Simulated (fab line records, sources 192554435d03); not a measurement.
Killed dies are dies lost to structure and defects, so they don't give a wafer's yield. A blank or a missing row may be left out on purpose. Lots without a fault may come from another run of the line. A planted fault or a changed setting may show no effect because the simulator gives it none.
fab line records | flow n5_finfet
record lots=4 wafers=12 last_day=17
route steps=1938 shown BEOL_M4@1099 BEOL_M5@1112 BEOL_M14@1763 PASSIVATION@1936
lots that met no fault: from a run of the same line without faults
start_h: hours from the record's first day to the start of the lot's first wafer shown | wait_h: hours since the lot's step before | " the same as in the row above | L1.1+2: a row that stands for several wafers | - no value, or no start given | * or withheld: withheld | < > ~ a bound
route shown NAME@n: a module of which the file shows steps, and the number in the route of the first | usual: mean/standard deviation of fault-free wafers | same: alike in all rows | chamber/n: place in a boat | sites: the reading at each site | _std_site: their standard deviation | _edge_site: outer sites' mean less inner sites' | radius_mm: how far each site lies from the wafer's centre | mask NAME#n: copy n | behind: the tool/chamber that last shaped the wafer | hold: why the lot was held/for how many hours/how that ended | device: the transistor (n, p or np) that didn't switch | end of line: the same wafers' tests at the end of the route | a step without rows: its recipe alone | killed: dies lost to structure and defects at the first sort, not the wafer's yield | map: a wafer's dies, x killed, . not, _ none there
set.NAME: the setting as run; set.NAME@STEP: as run at that earlier step | model.NAME: the simulator's own value behind a step, which no gauge read
lots at some steps of the route; a table a step, a row a wafer
services: from which hour (start_h, from the record's first day; less than 0 if before it) a tool's chamber was out of use, for how many hours, and why
## steps
# step N5_BEOL_M4_ANNEAL_95
# recipe temp_c=400 time_s=240 ambient=vacuum
# step N5_BEOL_M4_SPUTTER_96
# recipe material=Cu target_thk_a=45 temp_c=-20 chamber_pressure_pa=0.07 power_w=withheld time_s=8.29
# step N5_BEOL_M4_ECD_50
# recipe material=Cu target_thk_a=3000
# step N5_BEOL_M4_ANNEAL_51
# recipe temp_c=225 time_s=90 ambient=N2
# step N5_BEOL_M4_CMP_52
# recipe stop_on=SiOC t_overpolish_s=6.8 down_force_psi=1 platen_rpm=50 clearing_platen_down_force_psi=1.5 clearing_platen_rpm=50 post_cmp_clean=cu_alkaline target_thk_nm=40 clearing_platen_pad_velocity_m_s=0.99484 pad_velocity_m_s=0.99484
# step N5_BEOL_M4_PRE_CLEAN_60
# recipe gas=NH3/H2 time_s=15 temp_c=* rf_power_w=300
# step N5_BEOL_M4_CO_CAP_55
# recipe material=Co target_thk_a=20 temp_c=200 precursor=CCTBA/H2 pressure_torr=30 time_s=102.1
# step N5_BEOL_M4_PRE_CLEAN_56
# recipe gas=NH3 time_s=15 temp_c=withheld rf_power_w=300
# step N5_BEOL_M4_DEP_57
# recipe material=SiCN target_thk_a=80 temp_c=withheld precursor=3MS/NH3 pressure_torr=3 rf_w=202 time_s=14
# step N5_BEOL_M4_RC_MEAS_101
# usual DIBL_N=36.9/1.7 DIBL_P=37.3/2.3 IOFF_N=0.16/0.033 IOFF_P=0.22/0.04 ION_N=673/12 ION_P=463/8 SS_N=71.6/0.58 SS_P=73.4/0.74 VT_N=250/3.2 VT_P=-250/3.4
# columns lot.wafer tool chamber start_h wait_h DIBL_N[mV/V] DIBL_P[mV/V] IOFF_N[nA/um] IOFF_P[nA/um] ION_N[uA/um] ION_P[uA/um] SS_N[mV/dec] SS_P[mV/dec] VT_N[mV] VT_P[mV]
L189.2 prober-02 0 255.07 0.2 36.3 35.5 0.14 0.21 684 471 71.3 73.1 250 -251
L189.3 " 0 " " 37.2 36.3 0.17 0.23 685 469 71.6 73.2 247 -248
L189.4 " 0 " " 39.6 40.3 0.22 0.31 704 488 72.5 74.1 245 -246
L187.1 prober-01 0 256.26 0.0 38.4 38.4 0.19 0.28 691 477 72.0 74.0 249 -243
L187.4 " 0 " " 37.3 37.0 0.17 0.27 687 475 71.6 72.9 249 -244
L187.5 " 0 " " 37.9 37.8 0.17 0.29 674 468 71.4 73.8 250 -242
L196.1 prober-01 0 308.00 0.0 39.3 41.1 0.21 0.27 674 461 72.5 74.2 247 -250
L196.2 " 0 " " 39.9 40.9 0.22 0.26 680 463 73.4 74.5 247 -250
L196.4 " 0 " " 38.5 39.9 0.18 0.25 677 466 72.4 74.5 252 -249
L198.1 prober-02 0 310.92 0.0 36.1 35.6 0.12 0.18 661 457 71.6 72.2 255 -253
L198.3 " 0 " " 37.0 37.3 0.14 0.21 683 468 70.8 72.8 251 -250
L198.6 " 0 " " 35.4 35.4 0.12 0.18 666 467 71.0 72.0 256 -251
# step N5_BEOL_M5_ILD_DEP_00
# recipe material=SiCOH_lowk target_thk_a=1406.4 temp_c=300 precursor=DEMS/porogen pressure_torr=5 rf_w=500 time_s=25.9
# step N5_BEOL_M5_CURE_79
# recipe temp_c=385 time_s=240 ambient=He/Ar material=SiCOH_lowk
# step N5_BEOL_M5_PECVD_70
# recipe material=SiO2 target_thk_a=160 temp_c=400 precursor=TEOS/O2 pressure_torr=5.5 rf_w=450 teos_flow_sccm=53.8 gas=O2 flow_sccm=3000 time_s=18
# step N5_BEOL_M5_HM_DEP_02
# recipe material=TiN target_thk_a=200 temp_c=25 chamber_pressure_pa=0.49996
# step N5_BEOL_M5_COAT_59
# recipe resist=SOC temp_c=250 time_s=60 spin_rpm=1500 resist_thk_nm=60
# step N5_BEOL_M5_COAT_60
# recipe resist=SiARC temp_c=220 time_s=60 spin_rpm=1500 resist_thk_nm=12
# step N5_BEOL_M5_COAT_71
# recipe resist=underlayer temp_c=205 time_s=60 spin_rpm=1500 resist_thk_nm=5
# step N5_BEOL_M5_COAT_05
# recipe resist=CAR-EUV spin_rpm=1500 resist_thk_nm=30
# step N5_BEOL_M5_EBR_07
# recipe solvent=PGMEA ebr_width_mm=1.5
# step N5_BEOL_M5_SOFTBAKE_06
# recipe temp_c=110 time_s=60 resist=CAR-EUV
# step N5_BEOL_M5_EXPOSE_08
# recipe mask_id=M5 na=0.33 source_shape=annular sigma_inner=0.4 sigma_outer=0.8 polarization=unpolarized target_cd_nm=28 dose_mj=35.75
# step N5_BEOL_M5_PEB_09
# recipe peb_temp_c=100 peb_time_s=60 resist=CAR-EUV
# step N5_BEOL_M5_DEVELOP_10
# recipe develop_time_s=30 developer=TMAH resist=CAR-EUV rinse_liquid=surfactant_rinse dry=air_spin dev_temp_c=23
# step N5_BEOL_M5_DESCUM_16
# recipe chemistry=O2 time_s=7 source_power_w=50 bias_power_w=20 pressure_mtorr=20 rf_frequency_hz=2.712e+07 temp_c=40 resist=CAR-EUV o2_flow_sccm=225
# step N5_BEOL_M5_ETCH_72
# recipe chemistry=N2/H2 target=underlayer target_depth_a=65 mask_material=CAR-EUV time_s=5.2 ion_energy_ev=200 pressure_mtorr=30 source_w=840 bias_w=150 n2_flow_sccm=200 h2_flow_sccm=200 ends=cleared
# step N5_BEOL_M5_ETCH_61
# recipe chemistry=CF4 target=SiARC target_depth_a=156 mask_material=CAR-EUV time_s=26 ion_energy_ev=80 pressure_mtorr=40 source_w=545 bias_w=36 Ar_flow_sccm=100 cf4_flow_sccm=100 ends=cleared
# step N5_BEOL_M5_ETCH_62
# recipe chemistry=N2/H2 target=SOC target_depth_a=750 overetch_a=150 mask_material=SiARC temp_c=40 time_s=112.5 ion_energy_ev=200 pressure_mtorr=30 source_w=840 bias_w=150 n2_flow_sccm=200 h2_flow_sccm=200
# step N5_BEOL_M5_STRIP_63
# recipe chemistry=N2/H2 temp_c=40 n2_flow_sccm=200 h2_flow_sccm=200 rf_frequency_hz=6e+07
# step N5_BEOL_M5_STRIP_73
# recipe chemistry=N2/H2 temp_c=40 n2_flow_sccm=200 h2_flow_sccm=200 rf_frequency_hz=6e+07
# step N5_BEOL_M5_STRIP_64
# recipe chemistry=CF4 resist=SiARC power_w=300 bias_power_w=75 pressure_mtorr=50 cf4_flow_sccm=150 rf_frequency_hz=6e+07
# step N5_BEOL_M5_HM_OPEN_17
# recipe chemistry=Cl2/BCl3 target_depth_a=200 overetch_a=60 target=TiN mask_material=SOC ion_energy_ev=150 pressure_mtorr=10 icp_w=1000 bias_w=126 Cl2_flow_sccm=53.25 bcl3_flow_sccm=21.75 Ar_flow_sccm=25
# step N5_BEOL_M5_STRIP_19
# recipe chemistry=O2 power_w=400 temp_c=40 pressure_mtorr=30 rf_frequency_hz=6e+07 bias_power_w=0 overash_fraction=0.2 o2_flow_sccm=225
# step N5_BEOL_M5_COAT_65
# recipe resist=SOC temp_c=250 time_s=60 spin_rpm=1500 resist_thk_nm=60
# step N5_BEOL_M5_COAT_66
# recipe resist=SiARC temp_c=220 time_s=60 spin_rpm=1500 resist_thk_nm=12
# step N5_BEOL_M14_SPUTTER_44
# recipe material=Ta target_thk_a=150 temp_c=50 bias_v=80 power_w=15000 chamber_pressure_pa=0.07 time_s=24.19
# usual bias_v=79.9/0.78 cathode_dc_power_W=15000/2.7 throttle_valve_pct=29.5/0.9
# columns lot.wafer tool chamber start_h wait_h bias_v cathode_dc_power_W throttle_valve_pct
L189.2 pvd_sputter-01 - 338.03 0.0 - - -
L189.3 " - " " - - -
L189.4 " - " " - - -
L187.1 pvd_sputter-01 - 343.79 0.0 - - -
L187.4 " - " " - - -
L187.5 " - " " - - -
L196.1 pvd_sputter-01 - 381.36 0.0 81.8 14995 29.9
L196.2 " - " " 81.0 14998 31.0
L196.4 " - " " 81.5 15001 28.8
L198.1 pvd_sputter-02 - 384.47 0.0 79.2 15001 29.5
L198.3 " - " " 79.5 15003 28.9
L198.6 " - " " 79.7 14996 29.4
# step N5_BEOL_M14_CMP_49
# recipe stop_on=SiO2 t_overpolish_s=5.2 down_force_psi=2 platen_rpm=80 clearing_platen_down_force_psi=2 clearing_platen_rpm=80 post_cmp_clean=cu_alkaline target_thk_nm=560 clearing_platen_pad_velocity_m_s=1.5917 pad_velocity_m_s=1.5917
# usual barrier_field_endpoint_s=11.40/0.28 motor_current_A=8.0/0.69 slurry_filter_dp_kPa=13.50/0.15
# columns lot.wafer tool chamber start_h wait_h barrier_field_endpoint_s motor_current_A slurry_filter_dp_kPa
L189.2 cmp-03 1 338.71 0.2 5.57 9.6 13.16
L189.4 " 2 " " 5.80 9.2 13.58
L189.3 " 0 " " 5.64 8.4 13.33
L187.4 cmp-02 2 344.49 0.1 5.51 7.2 13.31
L187.1 " 3 " " 5.63 8.5 13.51
L187.5 " 3 " " 5.57 8.4 13.38
L196.1 cmp-01 3 382.17 0.3 11.17 7.9 13.69
L196.4 " 1 " " 11.37 7.9 13.32
L196.2 " 2 " " 11.42 7.3 13.68
L198.3 cmp-01 3 385.23 0.2 11.27 7.5 13.41
L198.1 " 0 " " 11.57 7.5 13.50
L198.6 " 1 " " 11.05 8.3 13.48
# step N5_PASSIVATION_PROBE_49
# usual defect_limited_yield=91.2/1.3 killed_at_M0_to_M3=34/10 killed_at_M4_up=13/4.6 killed_at_contacts=13/5.5 killed_at_front_end=41/12 killed_at_other=2.8/2.4 killed_dies=104/16 killed_on_rim=14/4.2 killed_open=67/12 killed_short=33/7.2 sort_bin_5_function=5.1/0.86 sort_bin_6_memory=3.3/0.62 sort_n_pass=1076/16 sort_yield_pct=91.2/1.3
# same gross_dies=1180 killed_at_back_side=0 sort_bin_4_leakage[%]=0 sort_bin_8_speed[%]=0
# columns lot.wafer tool chamber start_h wait_h defect_limited_yield[%] killed_at_M0_to_M3 killed_at_M4_up killed_at_contacts killed_at_front_end killed_at_other killed_dies killed_on_rim killed_open killed_short sort_bin_5_function[%] sort_bin_6_memory[%] sort_n_pass sort_yield_pct[%]
L189.2 prober-02 - 359.04 0.1 80.7 30 145 16 36 1 228 65 54 32 15.5 3.1 952 80.7
L189.3 prober-02 - 359.09 0.1 78.5 45 125 11 71 2 254 63 90 53 15.8 4.2 926 78.5
L189.4 prober-02 - 359.14 0.2 81.5 30 109 5 72 2 218 68 75 48 13.2 4.6 962 81.5
L187.1 prober-02 - 364.53 0.0 82.9 30 131 13 27 1 202 63 46 32 14.0 2.8 978 82.9
L187.4 prober-02 - 364.68 0.2 81.3 31 140 9 39 2 221 64 62 28 15.9 2.5 959 81.3
L187.5 prober-02 - 364.73 0.2 82.1 53 103 12 41 2 211 13 59 49 14.2 2.9 969 82.1
L196.1 prober-02 - 402.11 0.0 91.9 35 16 9 32 3 95 11 56 34 4.8 2.7 1085 91.9
L196.2 prober-02 - 402.16 0.1 91.8 38 12 8 36 3 97 11 52 37 4.9 2.9 1083 91.8
L196.4 prober-02 - 402.26 0.2 90.4 41 6 17 45 4 113 16 75 33 4.7 4.7 1067 90.4
L198.1 prober-02 - 407.13 0.0 92.2 44 10 9 28 1 92 11 55 31 4.0 3.4 1088 92.2
L198.3 prober-02 - 407.23 0.1 92.0 38 13 10 26 7 94 12 62 32 4.3 3.6 1086 92.0
L198.6 prober-02 - 407.38 0.3 91.7 45 15 10 25 3 98 15 61 34 5.1 3.0 1082 91.7
# killed by level:class
L189.2 BEOL_M14:area_sputter=133 MOL_CONTACT_COAG:geometric_particle:open=12 GATE_CUT:geometric_particle:short=8 BEOL_M0_SAQP:geometric_particle:open=7 GATE_CUT:geometric_particle:open=6 BEOL_M1:geometric_particle:open=6 BEOL_M0_SAQP:geometric_particle:short=5 BEOL_M2:geometric_particle:open=4
L189.3 BEOL_M14:area_sputter=97 STI_FIN_REVEAL:geometric_particle:open=25 BEOL_M0_SAQP:geometric_particle:short=18 MOL_CONTACT_COAG:geometric_particle:open=11 GATE_CUT:geometric_particle:short=8 BEOL_M3:geometric_particle:open=8 HKMG_FIN:area_etch=8 BEOL_M0_SAQP:geometric_particle:open=7
L189.4 BEOL_M14:area_sputter=91 STI_FIN_REVEAL:geometric_particle:open=15 FIN_SAQP:geometric_particle:short=14 BEOL_M0_SAQP:geometric_particle:short=10 BEOL_M2:geometric_particle:open=8 BEOL_M5:geometric_particle:open=7 FIN_SAQP:geometric_particle:open=6 STI_FIN_REVEAL:geometric_particle:short=6
L187.1 BEOL_M14:area_sputter=119 BEOL_M3:geometric_particle:open=10 MOL_CONTACT_COAG:geometric_particle:open=8 BEOL_M0_SAQP:geometric_particle:short=8 GATE_CUT:geometric_particle:short=5 MOL_CONTACT_COAG:geometric_particle:short=5 BEOL_M1:geometric_particle:open=5 BEOL_M4:geometric_particle:open=4
L187.4 BEOL_M14:area_sputter=129 GATE_CUT:geometric_particle:short=11 BEOL_M0_SAQP:geometric_particle:open=10 BEOL_M3:geometric_particle:open=10 GATE_CUT:geometric_particle:open=8 MOL_CONTACT_COAG:geometric_particle:open=8 BEOL_M4:geometric_particle:open=6 BEOL_M0_SAQP:geometric_particle:short=4
L187.5 BEOL_M14:area_sputter=95 BEOL_M0_SAQP:geometric_particle:short=20 BEOL_M3:geometric_particle:open=11 BEOL_M0_SAQP:geometric_particle:open=10 FIN_SAQP:geometric_particle:short=9 MOL_CONTACT_COAG:geometric_particle:open=9 GATE_CUT:geometric_particle:short=6 GATE_CUT:geometric_particle:open=6
L196.1 BEOL_M0_SAQP:geometric_particle:short=8 BEOL_M2:geometric_particle:open=8 BEOL_M0_SAQP:geometric_particle:open=6 MOL_CONTACT_COAG:geometric_particle:open=6 FIN_SAQP:geometric_particle:short=5 BEOL_M4:geometric_particle:short=5 STI_FIN_REVEAL:geometric_particle:open=4 BEOL_M3:geometric_particle:open=4
L196.2 BEOL_M0_SAQP:geometric_particle:short=9 FIN_SAQP:geometric_particle:open=8 FIN_SAQP:geometric_particle:short=8 BEOL_M2:geometric_particle:open=7 MOL_CONTACT_COAG:geometric_particle:open=6 BEOL_M0_SAQP:geometric_particle:open=6 ILD0:geometric_particle:short=5 BEOL_M1:geometric_particle:open=4
L196.4 FIN_SAQP:geometric_particle:open=21 MOL_CONTACT_COAG:geometric_particle:open=14 BEOL_M0_SAQP:geometric_particle:short=9 FIN_SAQP:geometric_particle:short=7 STI_FIN_REVEAL:geometric_particle:open=7 BEOL_M0_SAQP:geometric_particle:open=6 BEOL_M2:geometric_particle:open=6 BEOL_M3:geometric_particle:open=5
L198.1 FIN_SAQP:geometric_particle:short=10 BEOL_M2:geometric_particle:open=10 FIN_SAQP:geometric_particle:open=7 MOL_CONTACT_COAG:geometric_particle:open=7 BEOL_M3:geometric_particle:open=7 BEOL_M0_SAQP:geometric_particle:open=6 BEOL_M0_SAQP:geometric_particle:short=6 BEOL_M1:geometric_particle:open=4
L198.3 BEOL_M2:geometric_particle:open=11 BEOL_M3:geometric_particle:open=10 MOL_CONTACT_COAG:geometric_particle:open=8 BEOL_M1:geometric_particle:open=6 BEOL_M4:geometric_particle:short=6 FIN_SAQP:geometric_particle:open=5 BEOL_M4:geometric_particle:open=5 ILD0:geometric_particle:short=4
L198.6 BEOL_M2:geometric_particle:open=13 BEOL_M3:geometric_particle:open=9 MOL_CONTACT_COAG:geometric_particle:open=7 FIN_SAQP:geometric_particle:short=6 STI_FIN_REVEAL:geometric_particle:open=6 BEOL_M0_SAQP:geometric_particle:short=6 BEOL_M4:geometric_particle:short=6 DUMMY_GATE:geometric_particle:open=5
# map L187.4 (x killed, . not)
_________________xx..x.x...x.________________
______________x...x.xx...x.x...._____________
___________x..xxxxx.......x.......x__________
__________xxx..x.....x...........xx._________
________.x.x...x.................x..x._______
_______...xx.....xx.....xx.....x.x.....______
______x.x.....xxx...............x.x....x_____
_____x....x....x........................x____
____.x.x...xx...........................x.___
___xxx.x.x..x.xx..................x........__
___.xx.xx.xx.......x....................x..__
__...x..x....x.............................._
__xx..........x......x...x.................._
_xx..x...........x.............x......x..x...
_xx..x.......x.....x.................xx...x..
_xx.xxx.........x..x.........................
_..x.x..................................x..x.
_xx...........x...........................x.x
_x.....x..x.x..................x.......x...xx
_xxx...xx....xx.............x....x..x.x.x..x.
_xxxx.......x...x..x......................x..
__.xx.x...x................................x_
__xx.x.x.........x..................x......._
___.xx....................x................__
___x.x.x.....x.................x.........x.__
____.x.xx...............xx.....x..........___
_____xx...x.xx.........x....x.....x.x....____
______.......x....x...........x...x....._____
_______xxx.........x...................______
________xxxx........xx....x.........xx_______
__________x.x.x...x..............x.._________
___________x.x.x..xx........x...xxx__________
______________....xx..xxx...xxxx_____________
_________________.xx...xx...x________________
# map L189.3 (x killed, . not)
_________________.xxx.......x________________
______________x.xx..........x..._____________
___________......xx..............x.__________
__________............x.......x....._________
________x....xx....x.......x..x......._______
_______x.............x.......x..x.x.x..______
______x.............x.........x........._____
_____x..x.........x..x....x.xx........x..____
____.x.x...xx.x.......x...................___
___...x......xx.xx..........x...xx.........__
___x.x...x.....x.........................x.__
__...x..xx.............x....x.......x....x.._
__x.xxx.x.....xx..x............x..x......x.._
_xxx.xxx...............x....x..x...x......x..
_.x....x....x..x.........................x..x
_xxx...................x.....................
_xx...x..........xx.x....x.......x..x...x...x
_xxx..x......x.x.......x..............x.x....
_x.xx......x..............x..x.........x.....
_xxx..x..x......x.................x..........
_xx.x.x.x..xx......x........x.............x..
__.xx.x.........x......x...x......x........._
__xx.xxx..xx......x.................x.....x._
___x.xx....x..xx..x...x.x..................__
___xx.xxx.x.x.x......x...xx.....x....x...x.__
____...xx...xx....x....x.................x___
_____xx.xx.x.x.x.......x..............x.x____
______.xxxxx..x........x.......x........_____
_______xx..x.x..xx....xxx..xx....x.....______
________xxx...x..x...........x......x._______
__________x.............x......xx..._________
___________.xx.x.......x..xxxx.xxxx__________
______________xx..x..x...xxx..x._____________
_________________xxx.x.xxx..x________________
## services
# columns tool chamber start_h hours kind
cmp-03 - 316.56 0.2 repair
cmp-02 - 321.56 0.3 repair
pvd_sputter-02 - 366.38 0.7 repair
## key
first_sign step=N5_BEOL_M14_SPUTTER_44 reading=tool_record direction=missing
effect step=N5_BEOL_M14_CMP_49 reading=barrier_field_endpoint_s direction=down sigmas=21 usual=11.40 struck=5.62
effect step=N5_PASSIVATION_PROBE_49 reading=killed_at_M4_up direction=up sigmas=24 usual=13 struck=126
more_kills_born_at N5_BEOL_M14_SPUTTER_44@pvd_sputter-01=669
met_at N5_BEOL_M14_SPUTTER_44
struck_wafers L187.1,L187.4,L187.5,L189.2,L189.3,L189.4
fault kind=skipped_step_whole tool=pvd_sputter-01 chamber=- onset_h=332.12 steps=N5_BEOL_M14_SPUTTER_44 scope=struck_lots_only
